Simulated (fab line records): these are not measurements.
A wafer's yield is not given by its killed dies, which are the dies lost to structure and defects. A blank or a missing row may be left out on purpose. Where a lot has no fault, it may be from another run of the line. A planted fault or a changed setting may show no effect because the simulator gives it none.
fab line records	flow n5Finfet
[record] lots = 5	wafers = 23
route steps=1938 shown BEOL_M5@1160 BEOL_M6@1224 BEOL_M7@1289
startH: hours from the record's opening day to when the first of the lot's shown wafers began	waitH: time in hours since the lot's previous step	" repeats the value in the row above	L1.1+2: one row covering several wafers at once	- either no value or no given start	* or withheld: withheld	< > ~ a bound
route shown NAME@n: names a module that has steps shown in the file, with the first one's number in the route	usual: mean/standard deviation taken from wafers without a fault	same: alike in all rows	chamber/n: place in a boat	sites: readings site by site	_std_site: standard deviation across them	_edge_site: outer sites' mean less inner sites'	radiusMm: how far each site lies from the wafer's centre	mask NAME#n: copy n	behind: the most recent tool/chamber to have shaped the wafer	hold: reason for holding the lot/hours on hold/outcome of the hold	device: names the non-switching transistor (n, p or np)	end of line: tests run on the same wafers once the route is complete	where a step has no rows: the recipe by itself	killed: count of dies lost to structure and defects at first sort (not the wafer's yield)	map: per-die view of a wafer (x killed, . not killed, _ where there is no die)
set.NAME: the setting the step ran with; set.NAME@STEP: the setting that earlier step ran with	model.NAME: the simulator's own value behind a step, which no gauge read
lots where settings were altered on purpose, with a table for each step and a row for each wafer
[[steps]]
[step N5_BEOL_M5_TRENCH_ETCH_37]
[recipe] chemistry = C4F6/O2	targetDepthA = 716.52	target = SiCOH_lowk	timeS = 24.7	ionEnergyEv = 250	pressureMtorr = 30	sourceW = 345	biasW = 185	Ar_flow_sccm = 300	C4F6_flow_sccm = 10	O2_flow_sccm = 10
lot.wafer	tool	chamber	startH	waitH	set.timeS	model.BEOL_M5.featureDepthNm	model.etch.depthNm
L079.1	rieDiel-04	1	-	-	21.4	61.8	61.78
L079.2	"	0	"	"	21.4	62	61.95
L079.4	"	3	"	"	24.7	71.8	71.71
L079.5	"	0	"	"	24.7	72	71.91
L079.6	"	1	"	"	24.7	72	72.09
L078.2	rieDiel-04	0	-	-	26.26	76.8	76.79
L078.3	"	2	"	"	26.26	78.4	78.35
L078.4	"	1	"	"	26.26	77.6	77.51
L078.5	"	3	"	"	24.7	72	71.98
L078.6	"	0	"	"	24.7	72	71.91
L080.1	rieDiel-05	0	-	-	22.24	63.8	63.86
L080.2	"	1	"	"	22.24	64.6	64.61
L080.3	"	2	"	"	24.7	71.2	71.19
L080.4	"	0	"	"	22.24	64.2	64.27
L080.5	"	2	"	"	24.7	71.2	71.17
L082.1	rieDiel-04	2	-	-	24.7	73.6	73.63
L082.4	"	0	"	"	24.7	71.6	71.6
L082.6	"	1	"	"	24.7	72.6	72.55
L091.2	rieDiel-05	1	-	-	24.7	71.8	71.8
L091.3	"	0	"	"	29.21	83.2	83.1
L091.4	"	2	"	"	24.7	70.6	70.67
L091.5	"	3	"	"	29.21	84.4	84.33
L091.6	"	2	"	"	24.7	70.6	70.5
[step N5_BEOL_M5_ETCH_41]
[recipe] chemistry = CH3F/O2	target = SiCN	targetDepthA = 315	taperDeg = 2	timeS = 56.7	ionEnergyEv = 120	maskMaterial = TiN	pressureMtorr = 30	sourceW = 395	biasW = 75	Ar_flow_sccm = 150	CH3F_flow_sccm = 30	O2_flow_sccm = 20
[step N5_BEOL_M5_STRIP_91]
[recipe] chemistry = N2/H2	timeS = 10	powerW = 450	tempC = 40	pressureMtorr = 20	rfFrequencyHz = 6e+07	biasPowerW = 7	n2FlowSccm = 200	h2FlowSccm = 200
[step N5_BEOL_M5_OCD_MEAS_38]
[usual] trenchDepthNm = 71.6/1.1
lot.wafer	tool	chamber	startH	waitH	set.timeS@BEOL_M5_TRENCH_ETCH_37	trenchDepthNm
L079.1	ocd-01	-	205.39	-	21.4	60.9
L079.2	"	-	"	"	21.4	62.9
L079.4	"	-	"	"	24.7	71.1
L079.5	"	-	"	"	24.7	71.9
L079.6	"	-	"	"	24.7	72.3
L078.2	ocd-01	-	206.53	-	26.26	76.9
L078.3	"	-	"	"	26.26	78.9
L078.4	"	-	"	"	26.26	77.4
L078.5	"	-	"	"	24.7	72.0
L078.6	"	-	"	"	24.7	71.7
L080.1	ocd-01	-	222.86	-	22.24	63.8
L080.2	"	-	"	"	22.24	64.3
L080.3	"	-	"	"	24.7	71.2
L080.4	"	-	"	"	22.24	64.4
L080.5	"	-	"	"	24.7	71.3
L082.1	ocd-01	-	232.05	-	24.7	73.1
L082.4	"	-	"	"	24.7	71.6
L082.6	"	-	"	"	24.7	72.3
L091.2	ocd-01	-	274.18	-	24.7	72.1
L091.3	"	-	"	"	29.21	83.0
L091.4	"	-	"	"	24.7	70.6
L091.5	"	-	"	"	29.21	84.3
L091.6	"	-	"	"	24.7	70.7
[step N5_BEOL_M5_HM_STRIP_39]
[recipe] chemistry = peroxideTinStrip	material = TiN	targetDepthA = 250	tempC = 50	timeS = 158
[step N5_BEOL_M5_SRD_40]
[recipe] timeS = 30	tempC = 23	rinseLiquid = diw	dry = ipaMarangoni
[step N5_BEOL_M5_ECD_50]
[recipe] material = Cu	targetThkA = 3000
[step N5_BEOL_M5_ANNEAL_51]
[recipe] tempC = 225	timeS = 90	ambient = N2
[step N5_BEOL_M5_CMP_52]
[recipe] stopOn = SiCOH_lowk	tOverpolishS = 6.9	downForcePsi = 1	platenRpm = 50	clearingPlatenDownForcePsi = 1.5	clearingPlatenRpm = 50	postCmpClean = cuAlkaline	targetThkNm = 62	clearingPlatenPadVelocityMS = 0.99484	padVelocityMS = 0.99484
lot.wafer	tool	chamber	startH	waitH	set.timeS@BEOL_M5_TRENCH_ETCH_37	model.Cu_of_BEOL_M5_ECD_50.thkNm
L079.4	cmp-01	2	211.74	0.2	24.7	59.8
L079.1	"	3	"	"	21.4	52.6
L079.2	"	0	"	"	21.4	52.8
L079.6	"	1	"	"	24.7	63.4
L079.5	"	2	"	"	24.7	60.6
L078.2	cmp-04	3	213.55	0.4	26.26	66.4
L078.3	"	0	"	"	26.26	67.8
L078.4	"	1	"	"	26.26	68.8
L078.5	"	2	"	"	24.7	65.2
L078.6	"	3	"	"	24.7	62.2
L080.3	cmp-03	3	229.13	0.3	24.7	61.4
L080.2	"	0	"	"	22.24	56.2
L080.1	"	1	"	"	22.24	55.4
L080.4	"	2	"	"	22.24	56.6
L080.5	"	0	"	"	24.7	62.8
L082.4	cmp-01	3	238.47	0.1	24.7	62.8
L082.1	"	1	"	"	24.7	64.4
L082.6	"	3	"	"	24.7	64
L091.2	cmp-03	0	282.90	0.2	24.7	61.6
L091.3	"	1	"	"	29.21	74.2
L091.4	"	2	"	"	24.7	61.8
L091.6	"	0	"	"	24.7	60.6
L091.5	"	1	"	"	29.21	75.8
[step N5_BEOL_M5_THK_MEAS_53]
[recipe] thkMeasGauge = xrf	reads = Cu_of_BEOL_M5_ECD_50
[usual] M5_THK = 60.8/1.4
lot.wafer	tool	chamber	startH	waitH	set.timeS@BEOL_M5_TRENCH_ETCH_37	M5_THK[nm]
L079.1	filmMetro-01	-	212.00	-	21.4	51.6
L079.2	"	-	"	"	21.4	51.9
L079.4	"	-	"	"	24.7	58.7
L079.5	"	-	"	"	24.7	59.4
L079.6	"	-	"	"	24.7	62.0
L078.2	filmMetro-01	-	213.80	-	26.26	64.6
L078.3	"	-	"	"	26.26	65.4
L078.4	"	-	"	"	26.26	66.7
L078.5	"	-	"	"	24.7	63.1
L078.6	"	-	"	"	24.7	59.8
L080.1	filmMetro-02	-	229.43	-	22.24	53.7
L080.2	"	-	"	"	22.24	54.6
L080.3	"	-	"	"	24.7	59.6
L080.4	"	-	"	"	22.24	54.8
L080.5	"	-	"	"	24.7	60.9
L082.1	filmMetro-02	-	238.77	-	24.7	62.7
L082.4	"	-	"	"	24.7	61.1
L082.6	"	-	"	"	24.7	62.3
L091.2	filmMetro-01	-	283.20	-	24.7	60.3
L091.3	"	-	"	"	29.21	72.9
L091.4	"	-	"	"	24.7	60.7
L091.5	"	-	"	"	29.21	74.1
L091.6	"	-	"	"	24.7	59.3
[step N5_BEOL_M5_PRE_CLEAN_77]
[recipe] gas = NH3/H2	timeS = 15	tempC = *	rfPowerW = 300
[step N5_BEOL_M5_CO_CAP_78]
[recipe] material = Co	targetThkA = 20	tempC = 200	precursor = CCTBA/H2	pressureTorr = 30	timeS = 102.1
[step N5_BEOL_M5_PRE_CLEAN_55]
[recipe] gas = NH3	timeS = 15	tempC = withheld	rfPowerW = 300
[step N5_BEOL_M5_DEP_56]
[recipe] material = SiCN	targetThkA = 80	tempC = withheld	precursor = 3MS/NH3	pressureTorr = 3	rfW = 202	timeS = 14
[step N5_BEOL_M5_RS_MEAS_57]
[recipe] thkMeasGauge = four-point-probe	reads = Co_of_BEOL_M5_CO_CAP_78+Cu_of_BEOL_M5_ECD_50+Co_of_BEOL_M5_CVD_47+TaN_of_BEOL_M5_ALD_86
[usual] M5_RS = 0.384/0.011
lot.wafer	tool	chamber	startH	waitH	set.timeS@BEOL_M5_TRENCH_ETCH_37	M5_RS[ohm/sq]
L079.1	filmMetro-02	-	212.26	0.0	21.4	0.473
L079.2	"	-	"	"	21.4	0.470
L079.4	"	-	"	"	24.7	0.406
L079.5	"	-	"	"	24.7	0.398
L079.6	"	-	"	"	24.7	0.376
L078.2	filmMetro-02	-	214.16	0.1	26.26	0.356
L078.3	"	-	"	"	26.26	0.347
L078.4	"	-	"	"	26.26	0.341
L078.5	"	-	"	"	24.7	0.363
L078.6	"	-	"	"	24.7	0.384
L080.1	filmMetro-02	-	229.78	0.1	22.24	0.443
L080.2	"	-	"	"	22.24	0.434
L080.3	"	-	"	"	24.7	0.391
L080.4	"	-	"	"	22.24	0.431
L080.5	"	-	"	"	24.7	0.380
L082.1	filmMetro-02	-	239.03	0.0	24.7	0.369
L082.4	"	-	"	"	24.7	0.381
L082.6	"	-	"	"	24.7	0.372
L091.2	filmMetro-01	-	283.46	0.1	24.7	0.388
L091.3	"	-	"	"	29.21	0.311
L091.4	"	-	"	"	24.7	0.386
L091.5	"	-	"	"	29.21	0.304
L091.6	"	-	"	"	24.7	0.397
[step N5_BEOL_M6_EXPOSE_25]
[recipe] maskId = V5	na = 0.33	sourceShape = annular	sigmaInner = 0.4	sigmaOuter = 0.8	polarization = unpolarized	targetCdNm = 40	doseMj = 45
lot.wafer	tool	chamber	startH	waitH	mask	set.doseMj
L079.1+2+4+5+6	euvScanner-01	0	216.96	-	V5#0	45
L078.2+3+4+5+6	euvScanner-01	0	219.72	-	V5#0	45
L080.1+3	euvScanner-02	0	233.13	-	V5#0	47.12
L080.2+4+5	"	0	"	"	V5#0	45
L082.1+4+6	euvScanner-01	0	244.38	-	V5#0	45
L091.2+3+4	euvScanner-02	0	291.58	-	V5#0	46.79
L091.5+6	"	0	"	"	V5#0	45
[step N5_BEOL_M6_PEB_26]
[recipe] pebTempC = 100	pebTimeS = 60	resist = CAR-EUV
[step N5_BEOL_M6_DEVELOP_27]
[recipe] developTimeS = 30	developer = TMAH	resist = CAR-EUV	rinseLiquid = surfactantRinse	dry = airSpin	devTempC = 23
[step N5_BEOL_M6_DESCUM_33]
[recipe] chemistry = O2	timeS = 7	sourcePowerW = 50	biasPowerW = 20	pressureMtorr = 20	rfFrequencyHz = 2.712e+07	tempC = 40	resist = CAR-EUV	o2FlowSccm = 225
lot.wafer	tool	chamber	startH	waitH	set.doseMj@BEOL_M6_EXPOSE_25	model.BEOL_M6.cdNm
L079.1+4	rieDiel-06	0,2	218.25	1.1	45	40
L079.2+6	"	3	"	"	45	39.8
L079.5	"	0	"	"	45	40.2
L078.2+5	rieDiel-06	1	219.97	0.0	45	40
L078.3+4+6	"	3,0,2	"	"	45	39.8
L080.1	rieDiel-01	0	233.85	0.5	47.12	41.2
L080.2+4	"	2,3	"	"	45	40
L080.3	"	1	"	"	47.12	41.4
L080.5	"	3	"	"	45	40.2
L082.1+6	rieDiel-03	3	244.88	0.3	45	40.2
L082.4	"	2	"	"	45	40
L091.2+3	rieDiel-01	3,2	291.83	0.0	46.79	40.8
L091.4	"	1	"	"	46.79	41
L091.5	"	3	"	"	45	39.8
L091.6	"	2	"	"	45	40
[step N5_BEOL_M6_ETCH_72]
[recipe] chemistry = N2/H2	target = underlayer	targetDepthA = 65	maskMaterial = CAR-EUV	timeS = 5.2	ionEnergyEv = 200	pressureMtorr = 30	sourceW = 840	biasW = 150	n2FlowSccm = 200	h2FlowSccm = 200	ends = cleared
lot.wafer	tool	chamber	startH	waitH	set.doseMj@BEOL_M6_EXPOSE_25	model.BEOL_M6.cdNm
L079.1+6	rieDiel-06	0,3	218.28	0.0	45	40
L079.2	"	3	"	"	45	39.8
L079.4	"	2	"	"	45	40.2
L079.5	"	0	"	"	45	40.4
L078.2+5	rieDiel-06	1	220.00	0.0	45	40
L078.3+4+6	"	3,0,2	"	"	45	39.8
L080.1	rieDiel-01	0	233.89	0.0	47.12	41.2
L080.2+4+5	"	2,3,3	"	"	45	40
L080.3	"	1	"	"	47.12	41.4
L082.1+4+6	rieDiel-03	3,2,3	244.91	0.0	45	40
L091.2+4	rieDiel-01	3,1	291.87	0.0	46.79	41
L091.3	"	2	"	"	46.79	40.8
L091.5	"	3	"	"	45	39.8
L091.6	"	2	"	"	45	40
[step N5_BEOL_M6_ETCH_65]
[recipe] chemistry = CF4	target = SiARC	targetDepthA = 156	maskMaterial = CAR-EUV	timeS = 26	ionEnergyEv = 80	pressureMtorr = 40	sourceW = 545	biasW = 36	Ar_flow_sccm = 100	cf4FlowSccm = 100	ends = cleared
lot.wafer	tool	chamber	startH	waitH	set.doseMj@BEOL_M6_EXPOSE_25	model.BEOL_M6.cdNm
L079.1+2+6	rieDiel-06	0,3,3	218.30	0.0	45	40
L079.4+5	"	2,0	"	"	45	40.2
L078.2+5+6	rieDiel-06	1,1,2	220.02	0.0	45	40
L078.3	"	3	"	"	45	39.8
L078.4	"	0	"	"	45	39.6
L080.1	rieDiel-01	0	233.91	0.0	47.12	41.4
L080.2+4+5	"	2,3,3	"	"	45	40
L080.3	"	1	"	"	47.12	41.2
L082.1+6	rieDiel-03	3	244.93	0.0	45	40
L082.4	"	2	"	"	45	40.2
L091.2+3	rieDiel-01	3,2	291.88	0.0	46.79	40.8
L091.4	"	1	"	"	46.79	41
L091.5	"	3	"	"	45	39.8
L091.6	"	2	"	"	45	40
[step N5_BEOL_M6_ETCH_66]
[recipe] chemistry = N2/H2	target = SOC	targetDepthA = 800	overetchA = 160	maskMaterial = SiARC	tempC = 40	timeS = 120	ionEnergyEv = 200	pressureMtorr = 30	sourceW = 840	biasW = 150	n2FlowSccm = 200	h2FlowSccm = 200
lot.wafer	tool	chamber	startH	waitH	set.doseMj@BEOL_M6_EXPOSE_25	model.BEOL_M6.cdNm
L079.1	rieDiel-06	0	218.33	0.0	45	40
L079.2+5	"	3,0	"	"	45	40.4
L079.4	"	2	"	"	45	40.6
L079.6	"	3	"	"	45	40.2
L078.2+5	rieDiel-06	1	220.05	0.0	45	39.8
L078.3	"	3	"	"	45	40
L078.4	"	0	"	"	45	39.6
L078.6	"	2	"	"	45	40.2
L080.1+3	rieDiel-01	0,1	233.93	0.0	47.12	41.4
L080.2+4	"	2,3	"	"	45	40.2
L080.5	"	3	"	"	45	40.4
L082.1+4	rieDiel-03	3,2	244.96	0.0	45	40.2
L082.6	"	3	"	"	45	40
L091.2	rieDiel-01	3	291.91	0.0	46.79	41.2
L091.3	"	2	"	"	46.79	40.8
L091.4	"	1	"	"	46.79	41
L091.5	"	3	"	"	45	40.4
L091.6	"	2	"	"	45	40
[step N5_BEOL_M7_COAT_71]
[recipe] resist = underlayer	tempC = 205	timeS = 60	spinRpm = 1500	resistThkNm = 5
lot.wafer	tool	chamber	startH	waitH	set.spinRpm
L079.1+5	lithoTrack-01	0	-	-	1500
L079.2+4+6	"	0	"	"	1411
L078.2+6	lithoTrack-03	0	-	-	1544
L078.3+4+5	"	0	"	"	1500
L080.1+2+3	lithoTrack-01	0	-	-	1422
L080.4+5	"	0	"	"	1500
L082.1+4+6	lithoTrack-04	0	-	-	1500
L091.2+5+6	lithoTrack-04	0	-	-	1435
L091.3+4	"	0	"	"	1500
[step N5_BEOL_M7_EXPOSE_25]
[recipe] maskId = V6	na = 0.33	sourceShape = annular	sigmaInner = 0.4	sigmaOuter = 0.8	polarization = unpolarized	targetCdNm = 40	doseMj = 42.5
lot.wafer	tool	chamber	startH	waitH	mask	set.doseMj
L079.1+2+4	euvScanner-01	0	227.45	-	V6#0	42.5
L079.5+6	"	0	"	"	V6#0	39.71
L078.2+3+6	euvScanner-01	0	229.80	-	V6#0	42.5
L078.4+5	"	0	"	"	V6#0	39.32
L080.1+5	euvScanner-01	0	244.22	-	V6#0	45.37
L080.2+3+4	"	0	"	"	V6#0	42.5
L082.1+4+6	euvScanner-01	0	250.58	-	V6#0	42.5
L091.2+4+5	euvScanner-02	0	301.53	-	V6#0	44.82
L091.3+6	"	0	"	"	V6#0	42.5
[step N5_BEOL_M7_PEB_26]
[recipe] pebTempC = 100	pebTimeS = 60	resist = CAR-EUV
[step N5_BEOL_M7_DEVELOP_27]
[recipe] developTimeS = 30	developer = TMAH	resist = CAR-EUV	rinseLiquid = surfactantRinse	dry = airSpin	devTempC = 23
[step N5_BEOL_M7_CD_MEAS_28]
[recipe] targetCdNm = 40	landingEnergyEv = 500	detector = seInlens
[usual] cdNm = 40.06/0.23
lot.wafer	tool	chamber	startH	waitH	set.doseMj@BEOL_M7_EXPOSE_25	cdNm
L079.1	cdSem-01	0	227.59	-	42.5	40.10
L079.2	"	0	"	"	42.5	39.98
L079.4	"	0	"	"	42.5	40.19
L079.5	"	0	"	"	39.71	38.25
L079.6	"	0	"	"	39.71	38.83
L078.2	cdSem-02	0	229.93	-	42.5	40.51
L078.3	"	0	"	"	42.5	40.31
L078.4	"	0	"	"	39.32	38.44
L078.5	"	0	"	"	39.32	38.50
L078.6	"	0	"	"	42.5	40.08
L080.1	cdSem-01	0	244.36	-	45.37	41.20
L080.2	"	0	"	"	42.5	40.04
L080.3	"	0	"	"	42.5	39.84
L080.4	"	0	"	"	42.5	40.18
L080.5	"	0	"	"	45.37	41.26
L082.1	cdSem-03	0	250.71	-	42.5	39.73
L082.4	"	0	"	"	42.5	39.85
L082.6	"	0	"	"	42.5	40.27
L091.2	cdSem-02	0	301.66	-	44.82	41.20
L091.3	"	0	"	"	42.5	39.95
L091.4	"	0	"	"	44.82	40.93
L091.5	"	0	"	"	44.82	41.76
L091.6	"	0	"	"	42.5	40.19
[step N5_BEOL_M7_DESCUM_33]
[recipe] chemistry = O2	timeS = 7	sourcePowerW = 50	biasPowerW = 20	pressureMtorr = 20	rfFrequencyHz = 2.712e+07	tempC = 40	resist = CAR-EUV	o2FlowSccm = 225
lot.wafer	tool	chamber	startH	waitH	set.doseMj@BEOL_M7_EXPOSE_25	model.BEOL_M7.cdNm
L079.1	rieDiel-04	0	227.78	0.1	42.5	40.2
L079.2	"	3	"	"	42.5	40.4
L079.4	"	2	"	"	42.5	40
L079.5	"	0	"	"	39.71	38.6
L079.6	"	1	"	"	39.71	38.8
L078.2	rieDiel-02	1	230.05	0.0	42.5	40.2
L078.3+6	"	3,0	"	"	42.5	40
L078.4	"	0	"	"	39.32	38.2
L078.5	"	3	"	"	39.32	38.4
L080.1	rieDiel-04	0	244.48	0.0	45.37	41.6
L080.2+3	"	3,1	"	"	42.5	40.2
L080.4	"	2	"	"	42.5	39.8
L080.5	"	0	"	"	45.37	41.4
L082.1+6	rieDiel-02	1,0	250.84	0.0	42.5	40
L082.4	"	3	"	"	42.5	39.8
L091.2	rieDiel-04	1	301.78	0.0	44.82	41
L091.3	"	0	"	"	42.5	40.4
L091.4+5	"	3,2	"	"	44.82	41.2
L091.6	"	3	"	"	42.5	40.2
[step N5_BEOL_M7_ETCH_72]
[recipe] chemistry = N2/H2	target = underlayer	targetDepthA = 65	maskMaterial = CAR-EUV	timeS = 5.2	ionEnergyEv = 200	pressureMtorr = 30	sourceW = 840	biasW = 150	n2FlowSccm = 200	h2FlowSccm = 200	ends = cleared
lot.wafer	tool	chamber	startH	waitH	set.spinRpm@BEOL_M7_COAT_71	model.etch.depthNm
L079.1	rieDiel-04	0	227.82	0.0	1500	4.989
L079.2	"	3	"	"	1411	5.155
L079.4	"	2	"	"	1411	5.142
L079.5	"	0	"	"	1500	5.003
L079.6	"	1	"	"	1411	5.166
L078.2	rieDiel-02	1	230.08	0.0	1544	4.92
L078.3	"	3	"	"	1500	4.981
L078.4	"	0	"	"	1500	4.987
L078.5	"	3	"	"	1500	4.991
L078.6	"	0	"	"	1544	4.898
L080.1	rieDiel-04	0	244.51	0.0	1422	5.126
L080.2	"	3	"	"	1422	5.124
L080.3	"	1	"	"	1422	5.135
L080.4	"	2	"	"	1500	4.988
L080.5	"	0	"	"	1500	5.004
L082.1	rieDiel-02	1	250.87	0.0	1500	5.019
L082.4	"	3	"	"	1500	5.001
L082.6	"	0	"	"	1500	5.017
L091.2	rieDiel-04	1	301.81	0.0	1435	5.074
L091.3	"	0	"	"	1500	4.978
L091.4	"	3	"	"	1500	4.985
L091.5	"	2	"	"	1435	5.083
L091.6	"	3	"	"	1435	5.093
[step N5_BEOL_M7_ETCH_65]
[recipe] chemistry = CF4	target = SiARC	targetDepthA = 156	maskMaterial = CAR-EUV	timeS = 26	ionEnergyEv = 80	pressureMtorr = 40	sourceW = 545	biasW = 36	Ar_flow_sccm = 100	cf4FlowSccm = 100	ends = cleared
lot.wafer	tool	chamber	startH	waitH	set.doseMj@BEOL_M7_EXPOSE_25	model.BEOL_M7.cdNm
L079.1+2+4	rieDiel-04	0,3,2	227.84	0.0	42.5	40.2
L079.5	"	0	"	"	39.71	38.6
L079.6	"	1	"	"	39.71	38.8
L078.2	rieDiel-02	1	230.10	0.0	42.5	40.4
L078.3+6	"	3,0	"	"	42.5	40
L078.4+5	"	0,3	"	"	39.32	38.2
L080.1+5	rieDiel-04	0	244.53	0.0	45.37	41.2
L080.2+4	"	3,2	"	"	42.5	40
L080.3	"	1	"	"	42.5	40.2
L082.1+6	rieDiel-02	1,0	250.89	0.0	42.5	40
L082.4	"	3	"	"	42.5	39.8
L091.2+4+5	rieDiel-04	1,3,2	301.83	0.0	44.82	41.2
L091.3	"	0	"	"	42.5	40.2
L091.6	"	3	"	"	42.5	40
[step N5_BEOL_M7_ETCH_66]
[recipe] chemistry = N2/H2	target = SOC	targetDepthA = 800	overetchA = 160	maskMaterial = SiARC	tempC = 40	timeS = 120	ionEnergyEv = 200	pressureMtorr = 30	sourceW = 840	biasW = 150	n2FlowSccm = 200	h2FlowSccm = 200
lot.wafer	tool	chamber	startH	waitH	set.doseMj@BEOL_M7_EXPOSE_25	model.BEOL_M7.cdNm
L079.1+2	rieDiel-04	0,3	227.86	0.0	42.5	40.2
L079.4	"	2	"	"	42.5	40
L079.5+6	"	0,1	"	"	39.71	38.6
L078.2	rieDiel-02	1	230.13	0.0	42.5	40.2
L078.3+6	"	3,0	"	"	42.5	40
L078.4	"	0	"	"	39.32	38.2
L078.5	"	3	"	"	39.32	38
L080.1	rieDiel-04	0	244.56	0.0	45.37	41.6
L080.2+4	"	3,2	"	"	42.5	40
L080.3	"	1	"	"	42.5	40.2
L080.5	"	0	"	"	45.37	41.4
L082.1	rieDiel-02	1	250.92	0.0	42.5	39.8
L082.4	"	3	"	"	42.5	39.6
L082.6	"	0	"	"	42.5	40.2
L091.2	rieDiel-04	1	301.86	0.0	44.82	41.2
L091.3	"	0	"	"	42.5	40.4
L091.4+5	"	3,2	"	"	44.82	41.4
L091.6	"	3	"	"	42.5	40.2
[[key]]
[split] step = N5_BEOL_M5_TRENCH_ETCH_37	setting = timeS	stated = 24.7	by = wafer
[response] step = N5_BEOL_M5_TRENCH_ETCH_37	reading = model.BEOL_M5.featureDepthNm	change = +0.726	per = 1%	r = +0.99
[response] step = N5_BEOL_M5_TRENCH_ETCH_37	reading = model.etch.depthNm	change = +0.723	per = 1%	r = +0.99
[response] step = N5_BEOL_M5_OCD_MEAS_38	reading = trenchDepthNm	change = +0.72	per = 1%	r = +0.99
[response] step = N5_BEOL_M5_CMP_52	reading = model.Cu_of_BEOL_M5_ECD_50.thkNm	change = +0.69	per = 1%	r = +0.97
[response] step = N5_BEOL_M5_THK_MEAS_53	reading = M5_THK	change = +0.676	per = 1%	r = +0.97
[response] step = N5_BEOL_M5_RS_MEAS_57	reading = M5_RS	change = -0.00496	per = 1%	r = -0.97
[split] step = N5_BEOL_M6_EXPOSE_25	setting = doseMj	stated = 45	by = wafer
[response] step = N5_BEOL_M6_DESCUM_33	reading = model.BEOL_M6.cdNm	change = +0.254	per = 1%	r = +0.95
[response] step = N5_BEOL_M6_ETCH_72	reading = model.BEOL_M6.cdNm	change = +0.269	per = 1%	r = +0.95
[response] step = N5_BEOL_M6_ETCH_65	reading = model.BEOL_M6.cdNm	change = +0.262	per = 1%	r = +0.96
[response] step = N5_BEOL_M6_ETCH_66	reading = model.BEOL_M6.cdNm	change = +0.224	per = 1%	r = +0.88
[split] step = N5_BEOL_M7_COAT_71	setting = spinRpm	stated = 1500	by = wafer
[response] step = N5_BEOL_M7_ETCH_72	reading = model.etch.depthNm	change = -0.0256	per = 1%	r = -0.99
[split] step = N5_BEOL_M7_EXPOSE_25	setting = doseMj	stated = 42.5	by = wafer
[response] step = N5_BEOL_M7_CD_MEAS_28	reading = cdNm	change = +0.222	per = 1%	r = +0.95
[response] step = N5_BEOL_M7_DESCUM_33	reading = model.BEOL_M7.cdNm	change = +0.214	per = 1%	r = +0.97
[response] step = N5_BEOL_M7_ETCH_65	reading = model.BEOL_M7.cdNm	change = +0.218	per = 1%	r = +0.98
[response] step = N5_BEOL_M7_ETCH_66	reading = model.BEOL_M7.cdNm	change = +0.23	per = 1%	r = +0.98
